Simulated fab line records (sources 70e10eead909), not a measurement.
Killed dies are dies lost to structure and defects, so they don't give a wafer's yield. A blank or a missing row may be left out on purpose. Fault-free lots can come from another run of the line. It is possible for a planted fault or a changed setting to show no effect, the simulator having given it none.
What tool caused it? ; flow nand harc ; 21 lots, 63 wafers sampled, at 6 steps of a route of 1302

## WHAT THE GAUGES READ, wafer by wafer
No reading from a measuring or inspecting step in the record can be judged against a usual standard deviation.

## EACH LOT AND THE TOOL THAT RAN IT (in order: tool; ch and the chambers of the sampled wafers; start)
lot;NHARC_A_STAIRCASE_DESCUM_168;NHARC_A_STAIRCASE_DESCUM_219;NHARC_A_STAIRCASE_TRIM_235;NHARC_A_STAIRCASE_ETCH_236;NHARC_A_STAIRCASE_DESCUM_252;NHARC_A_STAIRCASE_STRIP_254
L074;rie diel-03 ch 2,3, day 16 00:27;rie diel-09 ch 0,3, day 16 09:50;rie diel-09 ch 1,2,3, day 16 13:39 or earlier;rie diel-09 ch 1,2,3, day 16 13:39 or earlier;rie diel-03 ch 0,1,3, day 16 13:39;plasma asher-01 ch 0,1, day 16 13:55
L075;rie diel-06 ch 1,2,3, day 16 00:37;rie diel-06 ch 0,1,2, day 16 10:43;rie diel-06 ch 0,1,3, day 16 15:34 or earlier;rie diel-06 ch 0,2, day 16 15:34 or earlier;rie diel-06 ch 1,2,3, day 16 15:34;plasma asher-02 ch 0,1, day 16 15:46
L076;rie diel-06 ch 0,3, day 16 20:44;rie diel-03 ch 0,1,3, day 17 06:04;rie diel-03 ch 1,2,3, day 17 09:52 or earlier;rie diel-03 ch 0,1,3, day 17 09:52 or earlier;rie diel-06 ch 0,1,3, day 17 09:52;plasma asher-01 ch 0,1, day 17 10:02
L078;rie diel-09 ch 2,3, day 17 08:19;rie diel-06 ch 2,3, day 17 22:16;rie diel-06 ch 1,2,3, day 18 01:58 or earlier;rie diel-06 ch 0,1, day 18 01:58 or earlier;rie diel-09 ch 1,3, day 18 01:58;plasma asher-02 ch 0,1, day 18 02:11
L077;rie diel-06 ch 1,2,3, day 17 08:29;rie diel-03 ch 2,3, day 17 21:02;rie diel-03 ch 0,1,2, day 18 00:45 or earlier;rie diel-03 ch 0,1,3, day 18 00:45 or earlier;rie diel-06 ch 1,2,3, day 18 00:45;plasma asher-02 ch 0,1, day 18 00:58
L080;rie diel-03 ch 0,1,2, day 17 23:17;rie diel-06 ch 0,1,3, day 18 09:36;rie diel-06 ch 0,2,3, day 18 13:18 or earlier;rie diel-06 ch 1,2,3, day 18 13:18 or earlier;rie diel-09 ch 0,1,2, day 18 13:18;plasma asher-02 ch 0,1, day 18 13:28
L081;rie diel-03 ch 0,2, day 18 09:01;rie diel-03 ch 0,1, day 18 18:10;rie diel-03 ch 1,2, day 19 05:11 or earlier;rie diel-03 ch 1,3, day 19 05:11 or earlier;rie diel-09 ch 0,1,3, day 19 05:11;plasma asher-02 ch 0,1, day 19 05:35
L082;rie diel-03 ch 0,2,3, day 19 02:13;rie diel-03 ch 0,1,3, day 19 14:56;rie diel-03 ch 0,2,3, day 19 19:30 or earlier;rie diel-03 ch 0,1,2, day 19 19:30 or earlier;rie diel-06 ch 0,2, day 19 19:30;plasma asher-02 ch 0,1, day 19 19:43
L085;rie diel-06 ch 0,3, day 19 22:23;rie diel-09 ch 1,2,3, day 20 09:48;rie diel-09 ch 0,1,2, day 20 15:14 or earlier;rie diel-09 ch 1,2,3, day 20 15:14 or earlier;rie diel-03 ch 1,2, day 20 15:14;plasma asher-02 ch 0,1, day 20 15:25
L084;rie diel-09 ch 0,1,3, day 20 00:29;rie diel-06 ch 0,1,2, day 20 10:37;rie diel-09 ch 0,1,3, day 20 17:17 or earlier;rie diel-09 ch 0,1,3, day 20 17:17 or earlier;rie diel-09 ch 0,1,3, day 20 17:17;plasma asher-02 ch 0,1, day 20 17:38
L086;rie diel-03 ch 1,3, day 21 05:57;rie diel-03 ch 2,3, day 21 17:13;rie diel-03 ch 1,2, day 21 21:38 or earlier;rie diel-03 ch 2,3, day 21 21:38 or earlier;rie diel-06 ch 1,2,3, day 21 21:38;plasma asher-02 ch 1, day 21 21:49
L089;rie diel-06 ch 0,1,2, day 21 17:46;rie diel-03 ch 1,2,3, day 22 03:38;rie diel-09 ch 1,3, day 22 07:45 or earlier;rie diel-09 ch 1,2,3, day 22 07:45 or earlier;rie diel-09 ch 0,1, day 22 07:45;plasma asher-02 ch 0,1, day 22 08:07
L087;rie diel-09 ch 0,2,3, day 21 17:55;rie diel-03 ch 0,1,2, day 22 04:22;rie diel-06 ch 0,1,2, day 22 08:08 or earlier;rie diel-06 ch 0,2, day 22 08:08 or earlier;rie diel-09 ch 0,2,3, day 22 08:08;plasma asher-02 ch 0,1, day 22 08:44
L088;rie diel-03 ch 0,1,2, day 21 23:50;rie diel-09 ch 1,2, day 22 09:21;rie diel-09 ch 0,2,3, day 22 13:12 or earlier;rie diel-09 ch 0,1, day 22 13:12 or earlier;rie diel-03 ch 1,2,3, day 22 13:12;plasma asher-01 ch 0,1, day 22 13:28
L090;rie diel-09 ch 0,2,3, day 22 07:58;rie diel-06 ch 0,1, day 22 17:32;rie diel-06 ch 2,3, day 22 21:14 or earlier;rie diel-06 ch 1,3, day 22 21:14 or earlier;rie diel-06 ch 1,2, day 22 21:14;plasma asher-02 ch 0,1, day 22 21:31
L091;rie diel-06 ch 1,2, day 22 19:42;rie diel-06 ch 2,3, day 23 05:03;rie diel-06 ch 0,1,2, day 23 11:50 or earlier;rie diel-06 ch 0,2, day 23 11:50 or earlier;rie diel-06 ch 0,1,3, day 23 11:50;plasma asher-02 ch 0,1, day 23 12:03
L092;rie diel-09 ch 0,1,3, day 22 19:52;rie diel-09 ch 0,1,2, day 23 05:37;rie diel-03 ch 0,2,3, day 23 09:55 or earlier;rie diel-03 ch 1,2,3, day 23 09:55 or earlier;rie diel-06 ch 1,2, day 23 09:55;plasma asher-01 ch 0,1, day 23 10:10
L093;rie diel-09 ch 0,3, day 23 03:28;rie diel-06 ch 0,2,3, day 23 16:47;rie diel-06 ch 1,2,3, day 23 20:28 or earlier;rie diel-06 ch 0,1,2, day 23 20:28 or earlier;rie diel-09 ch 0,1, day 23 20:28;plasma asher-02 ch 0,1, day 23 20:40
L096;rie diel-06 ch 0,2,3, day 24 06:52;rie diel-06 ch 0,2,3, day 24 16:52;rie diel-03 ch 0,2,3, day 24 22:46 or earlier;rie diel-03 ch 0,2,3, day 24 22:46 or earlier;rie diel-06 ch 0,2,3, day 24 22:46;plasma asher-01 ch 0,1, day 24 22:58
L095;rie diel-09 ch 0,1,3, day 24 07:01;rie diel-09 ch 0,1,3, day 24 16:33;rie diel-09 ch 0,3, day 24 22:46 or earlier;rie diel-09 ch 1,2,3, day 24 22:46 or earlier;rie diel-09 ch 0,1,2, day 24 22:46;plasma asher-02 ch 1, day 24 23:01
L097;rie diel-09 ch 0,1,2, day 25 04:03;rie diel-09 ch 0,3, day 25 13:08;rie diel-06 ch 0,1, day 25 17:17 or earlier;rie diel-06 ch 1,3, day 25 17:17 or earlier;rie diel-06 ch 0,1,2, day 25 17:17;plasma asher-02 ch 0,1, day 25 17:27
- NHARC_A_STAIRCASE_DESCUM_168: chemistry O2, time 3 s.
- NHARC_A_STAIRCASE_DESCUM_219: chemistry O2, time 3 s.
- NHARC_A_STAIRCASE_TRIM_235: chemistry O2, time 211.2 s.
- NHARC_A_STAIRCASE_ETCH_236: etches the open film in C4F8/O2, target depth 100 nm, time 40.5 s.
- NHARC_A_STAIRCASE_DESCUM_252: chemistry O2, time 3 s.
- NHARC_A_STAIRCASE_STRIP_254: strips in O2.

## WHAT THE TOOLS THEMSELVES READ (means of the sampled wafers that have a number; where no wafer has one, the mark that the record gives instead)
NHARC_A_STAIRCASE_DESCUM_168. Usual: drypump motor current A 5.5 A, standard deviation 0.38; mfc ar sccm 0.006 sccm, standard deviation 0.0099; oes product au 1.002 a.u., standard deviation 0.0095; rf vpp V 57.8 V, standard deviation 0.9; showerhead plenum p Torr 1.93 Torr, standard deviation 0.096; throttle valve pct 11.311 %, standard deviation 0.0094.
lot;tool;drypump motor current A (A);mfc ar sccm (sccm);oes product au (a.u.);rf vpp V (V);showerhead plenum p Torr (Torr);throttle valve pct (%);flag
L074;rie diel-03;5.9;0.002;0.996;57.7;1.89;11.321;
L075;rie diel-06;5.3;0.011;1.008;58.6;2.00;11.318;
L076;rie diel-06;5.4;0.000;0.997;57.5;2.06;11.314;
L078;rie diel-09;5.3;0.007;1.011;58.5;1.87;11.307;
L077;rie diel-06;5.3;0.011;0.991;58.4;2.00;11.310;
L080;rie diel-03;5.9;0.002;1.005;58.4;1.91;11.311;
L081;rie diel-03;6.1;0.002;1.002;58.2;1.87;11.312;
L082;rie diel-03;6.0;0.002;1.006;57.6;1.88;11.315;
L085;rie diel-06;5.4;0.000;1.002;58.5;2.05;11.317;
L084;rie diel-09;5.4;0.006;1.008;57.8;1.93;11.309;
L086;rie diel-03;5.7;0.000;0.998;57.5;1.91;11.308;
L089;rie diel-06;5.3;0.011;1.001;58.5;1.98;11.309;
L087;rie diel-09;5.4;0.003;1.001;57.4;1.93;11.311;
L088;rie diel-03;5.9;0.002;0.995;58.0;1.91;11.307;
L090;rie diel-09;5.4;0.003;1.003;58.3;1.93;11.305;
L091;rie diel-06;5.4;0.011;0.997;58.0;1.98;11.310;
L092;rie diel-09;5.4;0.006;1.005;57.6;1.92;11.311;
L093;rie diel-09;5.5;0.000;1.012;58.6;2.00;11.312;
L096;rie diel-06;5.5;0.000;0.990;58.0;2.04;11.310;
L095;rie diel-09;5.4;0.006;1.009;57.0;1.92;11.324;
L097;rie diel-09;5.6;0.009;0.999;58.0;1.89;11.308;

NHARC_A_STAIRCASE_DESCUM_219. Usual: drypump motor current A 5.5 A, standard deviation 0.37; mfc ar sccm 0.006 sccm, standard deviation 0.0096; oes product au 0.999 a.u., standard deviation 0.012; rf vpp V 57.9 V, standard deviation 0.97; showerhead plenum p Torr 1.93 Torr, standard deviation 0.094; throttle valve pct 11.311 %, standard deviation 0.0095.
lot;tool;drypump motor current A (A);mfc ar sccm (sccm);oes product au (a.u.);rf vpp V (V);showerhead plenum p Torr (Torr);throttle valve pct (%);flag
L074;rie diel-09;5.5;0.000;1.012;58.3;2.01;11.309;
L075;rie diel-06;5.3;0.011;0.987;58.2;1.99;11.305;
L076;rie diel-03;5.9;0.000;1.002;57.8;1.88;11.306;
L078;rie diel-06;5.6;0.000;0.988;57.9;2.06;11.306;
L077;rie diel-03;5.9;0.002;0.998;58.1;1.88;11.316;
L080;rie diel-06;5.2;0.011;1.000;58.6;1.99;11.320;
L081;rie diel-03;5.8;0.000;1.005;57.8;1.91;11.313;
L082;rie diel-03;5.9;0.000;1.005;57.7;1.87;11.315;
L085;rie diel-09;5.3;0.009;1.015;57.4;1.86;11.309;
L084;rie diel-06;5.3;0.011;0.992;57.8;1.98;11.312;
L086;rie diel-03;6.0;0.005;0.988;57.8;1.91;11.313;
L089;rie diel-03;5.8;0.002;0.992;58.3;1.91;11.302;
L087;rie diel-03;5.9;0.002;0.995;58.1;1.90;11.326;
L088;rie diel-09;5.6;0.013;0.996;58.1;1.82;11.309;
L090;rie diel-06;5.0;0.021;1.006;57.8;1.91;11.310;
L091;rie diel-06;5.5;0.000;0.986;58.1;2.05;11.313;
L092;rie diel-09;5.6;0.009;1.007;58.3;1.89;11.320;
L093;rie diel-06;5.5;0.000;0.990;58.9;2.04;11.297;
L096;rie diel-06;5.5;0.000;0.979;58.3;2.04;11.310;
L095;rie diel-09;5.4;0.006;1.003;58.1;1.91;11.315;
L097;rie diel-09;5.2;0.000;1.000;59.0;1.94;11.319;

NHARC_A_STAIRCASE_TRIM_235. Usual: drypump motor current A 5.6 A, standard deviation 0.39; mfc ar sccm 0.006 sccm, standard deviation 0.0099; oes product au 0.999 a.u., standard deviation 0.01; rf vpp V 57.9 V, standard deviation 0.93; showerhead plenum p Torr 3.55 Torr, standard deviation 0.15; throttle valve pct 17.034 %, standard deviation 0.0092.
lot;tool;drypump motor current A (A);mfc ar sccm (sccm);oes product au (a.u.);rf vpp V (V);showerhead plenum p Torr (Torr);throttle valve pct (%);flag
L074;rie diel-09;5.3;0.009;0.998;57.1;3.44;17.034;
L075;rie diel-06;5.2;0.011;1.000;58.8;3.66;17.032;
L076;rie diel-03;5.9;0.002;1.007;57.9;3.54;17.024;
L078;rie diel-06;5.3;0.011;0.988;57.6;3.67;17.036;
L077;rie diel-03;5.9;0.002;1.009;57.2;3.53;17.037;
L080;rie diel-06;5.5;0.000;0.996;58.4;3.77;17.037;
L081;rie diel-03;5.8;0.002;1.005;57.6;3.59;17.040;
L082;rie diel-03;6.0;0.002;1.004;57.8;3.46;17.036;
L085;rie diel-09;5.6;0.009;1.009;56.6;3.50;17.032;
L084;rie diel-09;5.4;0.006;1.014;57.9;3.55;17.035;
L086;rie diel-03;6.0;0.005;1.001;57.4;3.58;17.032;
L089;rie diel-09;5.1;0.006;0.995;58.5;3.47;17.040;
L087;rie diel-06;5.3;0.011;0.995;58.0;3.64;17.034;
L088;rie diel-09;5.4;0.003;1.008;58.2;3.55;17.029;
L090;rie diel-06;5.5;0.000;0.999;58.0;3.77;17.029;
L091;rie diel-06;5.3;0.011;1.001;58.3;3.63;17.027;
L092;rie diel-03;6.0;0.002;0.996;57.9;3.45;17.035;
L093;rie diel-06;5.3;0.011;0.995;58.8;3.64;17.039;
L096;rie diel-03;6.0;0.002;0.992;58.8;3.44;17.040;
L095;rie diel-09;5.5;0.000;1.009;58.4;3.66;17.034;
L097;rie diel-06;5.3;0.011;1.000;57.9;3.61;17.034;

NHARC_A_STAIRCASE_ETCH_236. Usual: oes product au 0.943 a.u., standard deviation 0.013; rf vpp V 897 V, standard deviation 5.6.
lot;tool;oes product au (a.u.);rf vpp V (V);flag
L074;rie diel-09;0.947;893;
L075;rie diel-06;0.948;905;
L076;rie diel-03;0.955;894;
L078;rie diel-06;0.939;897;
L077;rie diel-03;0.948;894;
L080;rie diel-06;0.944;901;
L081;rie diel-03;0.947;894;
L082;rie diel-03;0.936;896;
L085;rie diel-09;0.964;893;
L084;rie diel-09;0.940;897;
L086;rie diel-03;0.935;894;
L089;rie diel-09;0.940;892;
L087;rie diel-06;0.932;903;
L088;rie diel-09;0.948;894;
L090;rie diel-06;0.961;896;
L091;rie diel-06;0.937;904;
L092;rie diel-03;0.941;896;
L093;rie diel-06;0.944;899;
L096;rie diel-03;0.930;893;
L095;rie diel-09;0.952;892;
L097;rie diel-06;0.930;896;

NHARC_A_STAIRCASE_DESCUM_252. Usual: drypump motor current A 5.5 A, standard deviation 0.35; mfc ar sccm 0.007 sccm, standard deviation 0.011; oes product au 1.000 a.u., standard deviation 0.011; rf vpp V 58.1 V, standard deviation 0.98; showerhead plenum p Torr 1.95 Torr, standard deviation 0.099; throttle valve pct 11.311 %, standard deviation 0.0095.
lot;tool;drypump motor current A (A);mfc ar sccm (sccm);oes product au (a.u.);rf vpp V (V);showerhead plenum p Torr (Torr);throttle valve pct (%);flag
L074;rie diel-03;5.9;0.000;1.006;57.6;1.88;11.307;
L075;rie diel-06;5.3;0.011;1.004;58.3;2.00;11.313;
L076;rie diel-06;5.2;0.011;0.991;58.6;1.99;11.303;
L078;rie diel-09;5.1;0.006;1.005;57.3;1.89;11.306;
L077;rie diel-06;5.3;0.011;0.989;57.1;1.99;11.327;
L080;rie diel-09;5.6;0.009;1.015;58.5;1.90;11.313;
L081;rie diel-09;5.4;0.006;1.001;58.6;1.93;11.312;
L082;rie diel-06;5.6;0.000;1.002;59.6;2.05;11.308;
L085;rie diel-03;5.8;0.002;1.006;57.9;1.95;11.307;
L084;rie diel-09;5.4;0.006;1.014;58.7;1.92;11.306;
L086;rie diel-06;5.3;0.011;0.989;58.6;1.98;11.314;
L089;rie diel-09;5.7;0.006;0.995;58.4;1.96;11.308;
L087;rie diel-09;5.4;0.003;1.004;58.6;1.93;11.308;
L088;rie diel-03;5.9;0.002;0.994;57.9;1.91;11.317;
L090;rie diel-06;5.4;0.011;1.001;58.4;1.98;11.322;
L091;rie diel-06;5.3;0.011;0.992;58.6;1.98;11.306;
L092;rie diel-06;5.4;0.011;0.998;59.1;1.98;11.315;
L093;rie diel-09;5.6;0.012;1.005;58.4;1.89;11.314;
L096;rie diel-06;5.5;0.000;0.989;58.2;2.03;11.311;
L095;rie diel-09;5.6;0.009;1.006;57.0;1.89;11.303;
L097;rie diel-06;5.3;0.011;0.986;57.8;1.97;11.304;

NHARC_A_STAIRCASE_STRIP_254. Usual: drypump motor current A 5.2 A, standard deviation 0.36; heater power w 346 W, standard deviation 14.
lot;tool;drypump motor current A (A);heater power w (W);flag
L074;plasma asher-01;5.6;351;
L075;plasma asher-02;4.9;348;
L076;plasma asher-01;5.6;349;
L078;plasma asher-02;5.2;344;
L077;plasma asher-02;4.9;350;
L080;plasma asher-02;5.2;345;
L081;plasma asher-02;4.9;348;
L082;plasma asher-02;5.1;342;
L085;plasma asher-02;4.9;341;
L084;plasma asher-02;4.9;352;
L086;plasma asher-02;4.7;361;
L089;plasma asher-02;4.9;347;
L087;plasma asher-02;4.9;354;
L088;plasma asher-01;5.6;350;
L090;plasma asher-02;5.2;343;
L091;plasma asher-02;5.1;338;
L092;plasma asher-01;5.6;356;
L093;plasma asher-02;4.9;352;
L096;plasma asher-01;5.6;346;
L095;plasma asher-02;4.7;357;
L097;plasma asher-02;4.9;351;

## THE ANSWER, worked out from the rows above alone
Rule: a lot is off if the mean of its wafers that have a number lies more than 3 standard deviations from the usual mean. A lot without any number at a reading at which 4 lots or more have one is off too. Where the step has rows for the other lots, those lots are counted as sound. After the gauges, taken in route order, come the tools' own readings; for these a lot's mean is taken, as printed above. The first step at which some lot is off is used, and at that step the reading that is off furthest; a lot without a number counts as furthest.
No lot is off at any reading shown: from this, nothing can be told.

## WHAT THE SIMULATOR HAD INSERTED
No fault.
